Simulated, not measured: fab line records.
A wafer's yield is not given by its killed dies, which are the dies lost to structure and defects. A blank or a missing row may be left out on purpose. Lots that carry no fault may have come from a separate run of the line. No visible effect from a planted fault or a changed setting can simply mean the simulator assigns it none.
The same fault as seen by 3 desks :: flow n5-finfet :: each desk holds nothing but its own numbers, with what lay behind them at the end

## TOOL OWNER'S DESK, rie-diel-04
The tool's own readings at N5_SDB_HM_OPEN_20 (chemistry CH3F/O2, target SiNx, stops on poly-Si, target depth 24 nm): means of the sampled wafers that have a number, for each lot that ran on this tool. If a lot's mean is further than 4 standard deviations from the usual mean, the lot is out of limits and carries the mark OUT (the distance appears in the brackets).
Columns: A = drypump-motor-current-A at N5_SDB_HM_OPEN_20, usual 5.7 A; B = oes-product-au at N5_SDB_HM_OPEN_20, usual 0.66 a.u.; C = rf-vpp-V at N5_SDB_HM_OPEN_20, usual 300 V; D = showerhead-plenum-p-Torr at N5_SDB_HM_OPEN_20, usual 2.01 Torr; E = throttle-valve-pct at N5_SDB_HM_OPEN_20, usual 16.28 %
lot: L921
first seen here: day 4 04:52
A: 5.7
B: 0.65
C: 301
D: 2.04
E: 16.08

lot: L923
first seen here: day 4 18:20
A: 6.0
B: 0.69
C: 298
D: 2.03
E: 16.06

lot: L924
first seen here: day 5 04:21
A: 5.7
B: 0.65
C: 300
D: 2.04
E: 16.10

lot: L926
first seen here: day 5 13:53
A: 5.5
B: 0.59
C: 292
D: 2.05
E: 16.17

lot: L933
first seen here: day 7 05:09
A: 6.2
B: 0.71
C: 306
D: 2.01
E: 16.04

lot: L935
first seen here: day 7 17:12
A: 6.1
B: 0.61
C: 302
D: 1.98
E: 16.15

lot: L936
first seen here: day 7 22:57
A: 6.2
B: 0.63
C: 306
D: 2.01
E: 16.06
This desk's finding: nothing out of limits on any of the 7 lots.

## THE DEFECT DESK
Inspection counts along the route, by lot: the mean over sampled wafers that carry a number. If a lot's mean is further than 4 standard deviations from the usual mean, the lot is out of limits and carries the mark OUT (the distance appears in the brackets).
Columns: A = raw-defect-count at N5_SDB_INSPECT_36, usual 36
lot: L919
first seen here: day 4 01:32
A: 43

lot: L920
first seen here: day 4 04:47
A: 29

lot: L921
first seen here: day 4 08:30
A: 47

lot: L923
first seen here: day 5 00:04
A: 40

lot: L924
first seen here: day 5 08:16
A: 22

lot: L926
first seen here: day 5 17:46
A: 33

lot: L927
first seen here: day 6 03:55
A: 46

lot: L928
first seen here: day 6 05:16
A: 31

lot: L929
first seen here: day 6 12:19
A: 44

lot: L931
first seen here: day 6 21:53
A: 33

lot: L932
first seen here: day 7 04:18
A: 33

lot: L933
first seen here: day 7 08:47
A: 35

lot: L935
first seen here: day 7 20:50
A: 59

lot: L936
first seen here: day 8 02:34
A: 47
This desk's finding: nothing out of limits on any of the 14 lots.

## THE METROLOGY DESK
Means of the sampled wafers that have a number, per lot and without regard to the tool the lot ran on: this is what the gauges read. If a lot's mean is further than 4 standard deviations from the usual mean, the lot is out of limits and carries the mark OUT (the distance appears in the brackets). Readings shown: 7 of its 10, picked as those furthest out on some lot.
Columns: A = DIBL_N at N5_BEOL_M4_RC_MEAS_101, usual 36.0 mV/V; B = DIBL_P at N5_BEOL_M4_RC_MEAS_101, usual 35.9 mV/V; C = IOFF_N at N5_BEOL_M4_RC_MEAS_101, usual 0.16 nA/um; D = IOFF_P at N5_BEOL_M4_RC_MEAS_101, usual 0.21 nA/um; E = ION_P at N5_BEOL_M4_RC_MEAS_101, usual 463 uA/um; F = VT_N at N5_BEOL_M4_RC_MEAS_101, usual 250 mV; G = VT_P at N5_BEOL_M4_RC_MEAS_101, usual -251 mV
lot: L919
first seen here: day 7 20:41
A: 33.9
B: 33.0
C: 0.12
D: 0.18
E: 461
F: 253
G: -251

lot: L920
first seen here: day 8 00:44
A: 36.3
B: 36.1
C: 0.16
D: 0.20
E: 458
F: 251
G: -254

lot: L921
first seen here: day 8 00:55
A: 34.7
B: 36.0
C: 0.15
D: 0.19
E: 458
F: 251
G: -253

lot: L923
first seen here: day 9 00:44
A: 33.1
B: 32.1
C: 0.11
D: 0.15
E: 459
F: 258
G: -255

lot: L924
first seen here: day 9 03:22
A: 36.0
B: 35.7
C: 0.16
D: 0.20
E: 461
F: 249
G: -251

lot: L926
first seen here: day 9 22:17
A: 35.2
B: 34.6
C: 0.14
D: 0.19
E: 467
F: 251
G: -249

lot: L928
first seen here: day 9 23:51
A: 36.3
B: 35.0
C: 0.14
D: 0.17
E: 450
F: 256
G: -256

lot: L927
first seen here: day 10 03:46
A: 37.3
B: 37.0
C: 0.17
D: 0.20
E: 459
F: 250
G: -254

lot: L929
first seen here: day 10 11:47
A: 35.0
B: 35.4
C: 0.14
D: 0.17
E: 458
F: 249
G: -255

lot: L933
first seen here: day 11 07:28
A: 36.9
B: 36.2
C: 0.16
D: 0.24
E: 470
F: 249
G: -249

lot: L931
first seen here: day 11 07:55
A: 35.2
B: 35.7
C: 0.15
D: 0.19
E: 461
F: 248
G: -252

lot: L932
first seen here: day 11 13:40
A: 35.1
B: 33.7
C: 0.14
D: 0.18
E: 460
F: 250
G: -251

lot: L935
first seen here: day 11 22:24
A: 35.1
B: 36.2
C: 0.16
D: 0.21
E: 475
F: 248
G: -248

lot: L936
first seen here: day 12 02:56
A: 37.0
B: 37.8
C: 0.18
D: 0.23
E: 466
F: 246
G: -250
This desk's finding: nothing out of limits on any of the 14 lots.

## BROUGHT TOGETHER
The tool owner's desk saw nothing out of limits.
No out-of-limits result turned up at the defect desk.
From the metrology desk's view, nothing was out of limits.

## WHAT THE SIMULATOR HAD INSERTED
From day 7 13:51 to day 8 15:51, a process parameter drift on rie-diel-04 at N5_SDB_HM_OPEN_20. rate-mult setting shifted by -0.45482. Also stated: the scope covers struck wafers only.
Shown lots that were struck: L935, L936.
